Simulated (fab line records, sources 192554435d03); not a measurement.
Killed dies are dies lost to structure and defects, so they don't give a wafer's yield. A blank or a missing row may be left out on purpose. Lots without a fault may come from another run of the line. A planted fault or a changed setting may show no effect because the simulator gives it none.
fab line records | flow n5_finfet | part 1 of 2: steps 1 to 4 of 6
record lots=23 wafers=69 last_day=18
route steps=1938 shown BEOL_M10@1483 BEOL_M11@1553
lots that met no fault: from a run of the same line without faults
start_h: hours from the record's first day to the start of the lot's first wafer shown | wait_h: hours since the lot's step before | " the same as in the row above | L1.1+2: a row that stands for several wafers | - no value, or no start given | * or withheld: withheld | < > ~ a bound
route shown NAME@n: a module of which the file shows steps, and the number in the route of the first | usual: mean/standard deviation of fault-free wafers | same: alike in all rows | chamber/n: place in a boat | sites: the reading at each site | _std_site: their standard deviation | _edge_site: outer sites' mean less inner sites' | radius_mm: how far each site lies from the wafer's centre | mask NAME#n: copy n | behind: the tool/chamber that last shaped the wafer | hold: why the lot was held/for how many hours/how that ended | device: the transistor (n, p or np) that didn't switch | end of line: the same wafers' tests at the end of the route | a step without rows: its recipe alone | killed: dies lost to structure and defects at the first sort, not the wafer's yield | map: a wafer's dies, x killed, . not, _ none there
set.NAME: the setting as run; set.NAME@STEP: as run at that earlier step | model.NAME: the simulator's own value behind a step, which no gauge read
steps of the route over a sample of lots; a table a step, a row a wafer
services: from which hour (start_h, from the record's first day; less than 0 if before it) a tool's chamber was out of use, for how many hours, and why
## steps
# step N5_BEOL_M10_CD_MEAS_11
# recipe target_cd_nm=64.1 landing_energy_ev=500 detector=se_inlens polarity=opening
# usual cd_nm=64.0/0.63
# columns lot.wafer tool chamber start_h wait_h cd_nm
L074.2 cd_sem-02 0 235.02 - 63.4
L074.5 " 0 " " 63.4
L074.6 " 0 " " 62.6
L075.2 cd_sem-01 0 238.02 - 63.7
L075.3 " 0 " " 64.2
L075.5 " 0 " " 64.8
L076.1 cd_sem-02 0 253.54 - 64.2
L076.2 " 0 " " 64.3
L076.5 " 0 " " 64.2
L077.1 cd_sem-03 0 253.72 - 64.2
L077.2 " 0 " " 63.8
L077.5 " 0 " " 63.4
L078.1 cd_sem-01 0 257.30 - 63.8
L078.4 " 0 " " 64.0
L078.6 " 0 " " 64.1
L082.1 cd_sem-03 0 277.63 - 63.8
L082.5 " 0 " " 63.5
L082.6 " 0 " " 64.3
L080.1 cd_sem-01 0 281.00 - 63.4
L080.3 " 0 " " 64.6
L080.4 " 0 " " 63.8
L079.2 cd_sem-03 0 281.31 - 64.5
L079.3 " 0 " " 64.7
L079.4 " 0 " " 65.2
L084.1 cd_sem-02 0 284.31 - 63.8
L084.3 " 0 " " 63.1
L084.6 " 0 " " 64.7
L083.1 cd_sem-03 0 293.51 - 63.4
L083.3 " 0 " " 62.9
L083.4 " 0 " " 64.0
L086.3 cd_sem-03 0 296.41 - 62.6
L086.4 " 0 " " 62.8
L086.5 " 0 " " 62.3
L085.1 cd_sem-01 0 301.30 - 63.7
L085.3 " 0 " " 64.0
L085.6 " 0 " " 63.8
L090.2 cd_sem-02 0 310.05 - 64.4
L090.4 " 0 " " 63.5
L090.6 " 0 " " 64.3
L087.1 cd_sem-03 0 316.79 - 64.4
L087.4 " 0 " " 64.6
L087.5 " 0 " " 63.6
L088.1 cd_sem-02 0 320.59 - 64.9
L088.3 " 0 " " 64.5
L088.6 " 0 " " 64.1
L089.1 cd_sem-03 0 325.77 - 64.8
L089.3 " 0 " " 64.1
L089.5 " 0 " " 64.2
L092.4 cd_sem-03 0 337.99 - 64.0
L092.5 " 0 " " 64.2
L092.6 " 0 " " 64.5
L091.1 cd_sem-01 0 338.02 - 64.0
L091.5 " 0 " " 64.2
L091.6 " 0 " " 64.6
L093.2 cd_sem-02 0 340.71 - 63.4
L093.4 " 0 " " 63.7
L093.5 " 0 " " 64.4
L094.2 cd_sem-01 0 353.41 - 63.5
L094.4 " 0 " " 64.2
L094.6 " 0 " " 64.6
L095.1 cd_sem-02 0 366.42 - 63.4
L095.4 " 0 " " 64.3
L095.5 " 0 " " 64.8
L097.4 cd_sem-02 0 368.49 - 63.4
L097.5 " 0 " " 63.8
L097.6 " 0 " " 63.4
L096.2 cd_sem-02 0 369.16 - 63.5
L096.4 " 0 " " 64.1
L096.6 " 0 " " 63.0
# step N5_BEOL_M11_ETCH_61
# recipe chemistry=CF4 target=SiARC target_depth_a=390 mask_material=CAR-ArF time_s=65 ion_energy_ev=80 pressure_mtorr=40 source_w=545 bias_w=36 Ar_flow_sccm=100 cf4_flow_sccm=100 ends=cleared
# usual drypump_motor_current_A=5.9/0.42 etch_rf_on_time_s=65.9/2.2 oes_product_au=0.67/0.085 rf_vpp_V=184.3/0.91 showerhead_plenum_p_Torr=2.16/0.05 throttle_valve_pct=15.63/0.28
# columns lot.wafer tool chamber start_h wait_h drypump_motor_current_A etch_rf_on_time_s oes_product_au rf_hours_counter_h rf_vpp_V showerhead_plenum_p_Torr throttle_valve_pct
L074.2 rie_diel-03 3 245.90 0.0 6.3 67.5 0.76 19 185.1 2.17 15.10
L074.5 " 1 " " 5.7 68.7 0.57 - 183.8 2.21 15.86
L074.6 " 2 " " 5.7 62.5 0.70 - 184.0 2.09 15.47
L075.2 rie_diel-04 0 246.15 0.0 6.1 67.8 0.70 86 185.1 2.16 15.22
L075.3 " 1 " " 6.3 68.1 0.61 165 185.1 2.22 15.65
L075.5 " 3 " " 5.3 66.9 0.62 - 185.0 2.20 15.95
L077.1 rie_diel-04 3 264.34 0.0 5.4 64.9 0.61 212 184.4 2.20 15.96
L077.2 " 0 " " 6.1 66.5 0.70 91 183.0 2.16 15.23
L077.5 " 2 " " 6.4 62.6 0.83 - 185.9 2.18 15.47
L076.1 rie_diel-03 0 264.58 0.0 6.2 64.4 0.82 5 185.3 2.18 15.49
L076.2 " 2 " " 5.7 62.6 0.69 97 183.4 2.09 15.51
L076.5 " 1 " " 5.7 69.5 0.56 - 184.8 2.21 15.87
L078.1 rie_diel-04 0 264.59 0.0 6.1 67.9 0.69 91 184.8 2.16 15.24
L078.4 " 1 " " 6.3 67.9 0.61 169 186.5 2.22 15.68
L078.6 " 2 " " 6.4 63.4 0.84 - 185.6 2.18 15.45
L082.1 rie_diel-03 3 284.81 0.0 6.3 68.9 0.74 30 184.3 2.17 15.15
L082.5 " 0 " " 6.2 64.6 0.81 - 183.8 2.18 15.51
L082.6 " 1 " " 5.7 69.3 0.56 - 184.5 2.21 15.88
L079.2 rie_diel-04 0 288.22 0.0 6.1 66.2 0.70 98 185.0 2.16 15.25
L079.3 " 1 " " 6.3 66.9 0.62 175 184.1 2.22 15.68
L079.4 " 3 " " 5.3 65.2 0.61 219 184.8 2.20 15.97
L080.1 rie_diel-03 2 288.50 0.0 5.7 62.7 0.69 104 183.6 2.09 15.51
L080.3 " 0 " " 6.2 64.5 0.80 11 184.5 2.18 15.51
L080.4 " 3 " " 6.3 68.0 0.74 31 184.0 2.17 15.14
L084.1 rie_diel-03 0 294.15 0.0 6.2 62.9 0.82 13 183.0 2.18 15.50
L084.3 " 2 " " 5.7 62.3 0.69 106 184.7 2.09 15.50
L084.6 " 3 " " 6.3 67.0 0.74 - 185.3 2.17 15.13
L083.1 rie_diel-06 2 301.13 0.0 5.4 63.0 0.67 117 183.6 2.06 15.60
L083.3 " 1 " " 5.3 69.0 0.60 176 184.8 2.14 15.71
L083.4 " 0 " " 5.4 65.4 0.59 225 185.5 2.12 16.14
L086.3 rie_diel-04 1 305.13 0.0 6.3 67.9 0.61 181 185.9 2.22 15.68
L086.4 " 3 " " 5.3 66.6 0.60 224 183.6 2.19 15.99
L086.5 " 0 " " 6.1 66.8 0.69 - 184.3 2.16 15.25
L085.1 rie_diel-06 0 310.07 0.0 5.4 64.7 0.60 229 184.2 2.12 16.15
L085.3 " 3 " " 6.0 68.1 0.57 239 182.9 2.02 15.99
L085.6 " 3 " " 6.0 67.7 0.58 - 182.5 2.02 15.99
L090.2 rie_diel-04 2 317.88 0.0 6.4 63.8 0.80 18 183.5 2.17 15.48
L090.4 " 1 " " 6.3 67.6 0.60 186 183.4 2.22 15.71
L090.6 " 2 " " 6.4 63.9 0.80 - 184.4 2.17 15.47
L087.1 rie_diel-04 3 325.69 0.0 5.3 66.6 0.61 232 185.1 2.19 16.01
L087.4 " 1 " " 6.3 67.9 0.61 189 186.5 2.22 15.68
L087.5 " 3 " " 5.3 67.3 0.59 - 186.1 2.19 15.99
L088.1 rie_diel-04 2 331.91 0.0 6.4 63.9 0.78 22 184.3 2.17 15.49
L088.3 " 3 " " 5.3 66.3 0.60 233 183.8 2.19 16.01
L088.6 " 3 " " 5.3 66.8 0.59 - 185.9 2.19 15.99
L089.1 rie_diel-06 1 335.55 0.0 5.3 69.0 0.60 187 183.7 2.14 15.74
L089.3 " 3 " " 6.0 67.7 0.57 247 183.6 2.02 16.01
L089.5 " 2 " " 5.5 63.7 0.66 - 183.3 2.06 15.61
L092.4 rie_diel-06 1 347.19 0.0 5.3 69.3 0.60 - 184.7 2.13 15.72
L092.5 " 2 " " 5.5 63.6 0.65 - 183.2 2.06 15.62
L092.6 " 0 " " 5.4 64.7 0.59 - 185.1 2.12 16.18
L091.1 rie_diel-04 3 350.28 0.0 5.3 65.9 0.61 237 184.9 2.19 16.01
L091.5 " 3 " " 5.3 65.8 0.60 - 184.8 2.19 16.00
L091.6 " 0 " " 6.1 66.2 0.67 - 184.3 2.15 15.29
L093.2 rie_diel-04 2 350.54 0.0 6.3 62.7 0.79 28 185.6 2.17 15.50
L093.4 " 0 " " 6.1 66.6 0.68 119 183.3 2.15 15.28
L093.5 " 3 " " 5.3 66.0 0.60 - 184.0 2.19 16.01
L094.2 rie_diel-03 2 361.96 0.0 5.7 63.7 0.66 129 182.7 2.08 15.55
L094.4 " 3 " " 6.3 68.2 0.72 - 183.7 2.16 15.18
L094.6 " 2 " " 5.7 64.2 0.65 - 182.5 2.08 15.57
L095.1 rie_diel-04 1 375.29 0.0 6.3 67.2 0.59 204 183.3 2.21 15.72
L095.4 " 2 " " 6.5 63.9 0.76 34 184.4 2.17 15.51
L095.5 " 2 " " 6.4 63.7 0.76 - 183.8 2.17 15.50
L097.4 rie_diel-06 2 378.14 0.0 5.4 64.1 0.64 - 183.8 2.06 15.64
L097.5 " 0 " " 5.4 64.5 0.57 - 183.2 2.11 16.20
L097.6 " 1 " " 5.3 69.0 0.58 - 182.9 2.13 15.75
L096.2 rie_diel-03 3 378.28 0.0 6.3 67.7 0.71 57 184.9 2.16 15.19
L096.4 " 1 " " 5.7 68.0 0.79 2 185.0 2.20 15.43
L096.6 " 0 " " 6.2 64.5 0.75 - 184.9 2.17 15.57
# step N5_BEOL_M11_STRIP_19
# recipe chemistry=O2 power_w=400 temp_c=40 pressure_mtorr=30 rf_frequency_hz=6e+07 bias_power_w=0 overash_fraction=0.2 o2_flow_sccm=225
# usual drypump_motor_current_A=5.9/0.38 oes_product_au=0.80/0.1 rf_vpp_V=3.6/0.58 showerhead_plenum_p_Torr=2.11/0.052 throttle_valve_pct=16.68/0.25
# columns lot.wafer tool chamber start_h wait_h drypump_motor_current_A oes_product_au rf_hours_counter_h rf_vpp_V showerhead_plenum_p_Torr throttle_valve_pct
L074.2 rie_diel-03 3 246.25 0.1 6.3 0.90 19 3.0 2.15 16.27
L074.5 " 1 " " 5.8 0.69 - 3.7 2.14 16.80
L074.6 " 0 " " 6.2 1.01 - 3.1 2.16 16.67
L075.2 rie_diel-03 2 246.51 0.1 5.7 0.79 92 4.7 2.05 16.58
L075.3 " 1 " " 5.7 0.68 221 3.2 2.14 16.78
L075.5 " 2 " " 5.7 0.79 - 3.5 2.05 16.57
L077.1 rie_diel-03 3 264.80 0.2 6.3 0.91 23 3.6 2.14 16.26
L077.2 " 2 " " 5.7 0.80 97 3.6 2.04 16.59
L077.5 " 2 " " 5.7 0.81 - 3.1 2.04 16.59
L076.1 rie_diel-06 0 264.93 0.1 5.4 0.69 213 3.1 2.07 17.15
L076.2 " 2 " " 5.5 0.77 105 3.8 2.03 16.63
L076.5 " 1 " " 5.3 0.74 - 3.3 2.10 16.82
L078.1 rie_diel-03 1 264.94 0.1 5.7 0.68 225 3.4 2.14 16.78
L078.4 " 2 " " 5.7 0.80 97 3.1 2.04 16.58
L078.6 " 0 " " 6.2 0.98 - 3.4 2.16 16.68
L082.1 rie_diel-04 3 285.17 0.1 5.3 0.71 218 4.4 2.16 17.06
L082.5 " 3 " " 5.3 0.73 - 3.6 2.16 17.07
L082.6 " 2 " " 6.4 0.96 - 3.0 2.13 16.55
L079.2 rie_diel-04 0 288.57 0.1 6.1 0.81 98 3.8 2.12 16.32
L079.3 " 2 " " 6.4 0.96 10 3.9 2.13 16.52
L079.4 " 3 " " 5.3 0.72 219 3.7 2.16 17.06
L080.1 rie_diel-04 3 288.84 0.1 5.4 0.72 219 2.9 2.16 17.07
L080.3 " 2 " " 6.4 0.97 10 4.0 2.13 16.54
L080.4 " 0 " " 6.1 0.83 99 3.0 2.12 16.32
L084.1 rie_diel-03 1 294.50 0.1 5.7 0.68 233 3.1 2.14 16.80
L084.3 " 2 " " 5.7 0.79 106 3.2 2.04 16.60
L084.6 " 1 " " 5.7 0.67 - 3.7 2.14 16.82
L083.1 rie_diel-03 1 301.47 0.1 5.7 0.67 236 2.6 2.14 16.82
L083.3 " 3 " " 6.3 0.87 35 4.6 2.14 16.29
L083.4 " 0 " " 6.2 0.94 16 3.3 2.16 16.70
L086.3 rie_diel-03 0 305.48 0.1 6.2 0.95 17 2.7 2.16 16.71
L086.4 " 3 " " 6.3 0.88 36 3.8 2.14 16.31
L086.5 " 0 " " 6.2 0.95 - 2.3 2.16 16.73
L085.1 rie_diel-06 0 310.42 0.1 5.4 0.67 229 3.3 2.07 17.16
L085.3 " 2 " " 5.5 0.76 120 3.2 2.02 16.69
L085.6 " 3 " " 6.0 0.68 - 4.7 1.97 17.01
L090.2 rie_diel-03 0 318.23 0.1 6.2 0.93 22 3.1 2.15 16.71
L090.4 " 2 " " 5.7 0.78 - 3.3 2.04 16.61
L090.6 " 2 " " 5.7 0.78 - 4.2 2.04 16.61
L087.1 rie_diel-04 1 326.04 0.1 6.4 0.71 189 2.9 2.16 16.70
L087.4 " 0 " " 6.1 0.82 112 3.1 2.12 16.35
L087.5 " 1 " " 6.3 0.71 - 3.6 2.16 16.73
L088.1 rie_diel-04 3 332.33 0.2 5.4 0.71 233 3.7 2.16 17.09
L088.3 " 0 " " 6.1 0.81 113 4.2 2.12 16.35
L088.6 " 2 " " 6.5 0.92 - 3.1 2.13 16.55
L089.1 rie_diel-03 3 335.90 0.1 6.3 0.87 43 3.9 2.14 16.30
L089.3 " 1 " " 5.7 0.66 245 4.0 2.14 16.83
L089.5 " 2 " " 5.7 0.77 - 3.7 2.04 16.62
L092.4 rie_diel-03 1 347.51 0.1 5.7 0.66 248 3.5 2.14 16.86
L092.5 " 3 " " 6.3 0.85 - 2.1 2.14 16.32
L092.6 " 0 " " 6.2 0.89 - 3.5 2.15 16.74
L091.1 rie_diel-06 0 350.74 0.2 5.4 0.67 242 3.6 2.06 17.18
L091.5 " 1 " " 5.3 0.71 - 4.6 2.09 16.85
L091.6 " 2 " " 5.5 0.74 - 4.1 2.02 16.72
L093.2 rie_diel-03 0 350.89 0.1 6.2 0.91 34 4.0 2.15 16.73
L093.4 " 1 " " 5.7 0.67 249 3.4 2.13 16.83
L093.5 " 1 " " 5.8 0.66 - 3.7 2.13 16.84
L094.2 rie_diel-03 2 362.47 0.2 5.7 0.77 129 3.9 2.03 16.64
L094.4 " 3 " " 6.3 0.86 - 4.0 2.13 16.30
L094.6 " 0 " " 6.2 0.89 - 3.6 2.15 16.73
L095.1 rie_diel-06 0 375.72 0.2 5.4 0.66 251 4.0 2.06 17.19
L095.4 " 0 " " 5.4 0.65 - 3.3 2.06 17.21
L095.5 " 2 " " 5.5 0.74 - 4.4 2.01 16.71
L097.4 rie_diel-03 2 378.50 0.1 5.7 0.76 133 3.8 2.03 16.65
L097.5 " 3 " " 6.3 0.84 - 4.0 2.13 16.32
L097.6 " 0 " " 6.2 0.88 - 3.3 2.15 16.74
L096.2 rie_diel-06 2 378.89 0.3 5.5 0.74 142 3.3 2.01 16.72
L096.4 " 1 " " 5.3 0.71 - 2.6 2.09 16.87
L096.6 " 2 " " 5.5 0.75 - 3.3 2.01 16.72
# step N5_BEOL_M11_CD_MEAS_18
# recipe pitch_nm=140 target_cd_nm=70
# usual cd_nm=69.8/0.81
# columns lot.wafer tool chamber start_h wait_h cd_nm
L074.2 cd_sem-02 - 246.32 0.1 68.5
L074.5 " - " " 69.2
L074.6 " - " " 68.1
L075.2 cd_sem-02 - 246.58 0.1 69.0
L075.3 " - " " 68.9
L075.5 " - " " 69.5
L077.1 cd_sem-03 - 264.87 0.0 69.7
L077.2 " - " " 68.6
L077.5 " - " " 69.3
L076.1 cd_sem-01 - 265.00 0.0 69.9
L076.2 " - " " 71.3
L076.5 " - " " 71.4
L078.1 cd_sem-02 - 265.01 0.0 70.3
L078.4 " - " " 71.3
L078.6 " - " " 70.5
L082.1 cd_sem-01 - 285.24 0.0 69.0
L082.5 " - " " 69.0
L082.6 " - " " 70.5
L079.2 cd_sem-02 - 288.64 0.1 70.1
L079.3 " - " " 69.6
L079.4 " - " " 70.2
L080.1 cd_sem-03 - 288.91 0.0 68.8
L080.3 " - " " 69.6
L080.4 " - " " 69.2
L084.1 cd_sem-01 - 294.57 0.0 69.8
L084.3 " - " " 71.0
L084.6 " - " " 69.7
L083.1 cd_sem-02 - 301.54 0.0 69.8
L083.3 " - " " 68.9
L083.4 " - " " 70.8
L086.3 cd_sem-03 - 305.55 0.1 69.5
L086.4 " - " " 69.6
L086.5 " - " " 69.1
L085.1 cd_sem-01 - 310.49 0.0 70.6
L085.3 " - " " 68.8
L085.6 " - " " 69.0
L090.2 cd_sem-03 - 318.32 0.1 70.2
L090.4 " - " " 69.7
L090.6 " - " " 70.9
L087.1 cd_sem-03 - 326.10 0.0 69.8
L087.4 " - " " 68.6
L087.5 " - " " 69.2
L088.1 cd_sem-02 - 332.40 0.1 70.2
L088.3 " - " " 69.5
L088.6 " - " " 70.3
L089.1 cd_sem-02 - 335.97 0.0 70.9
L089.3 " - " " 69.8
L089.5 " - " " 70.5
L092.4 cd_sem-02 - 347.59 0.1 69.8
L092.5 " - " " 71.0
L092.6 " - " " 70.6
L091.1 cd_sem-03 - 350.81 0.0 70.2
L091.5 " - " " 70.7
L091.6 " - " " 70.2
L093.2 cd_sem-01 - 350.96 0.1 70.2
L093.4 " - " " 70.2
L093.5 " - " " 69.7
L094.2 cd_sem-02 - 362.54 0.1 68.2
L094.4 " - " " 68.6
L094.6 " - " " 68.5
L095.1 cd_sem-03 - 375.79 0.0 69.8
L095.4 " - " " 70.4
L095.5 " - " " 70.1
L097.4 cd_sem-01 - 378.57 0.1 71.1
L097.5 " - " " 69.6
L097.6 " - " " 70.8
L096.2 cd_sem-03 - 378.96 0.1 68.6
L096.4 " - " " 69.5
L096.6 " - " " 68.7
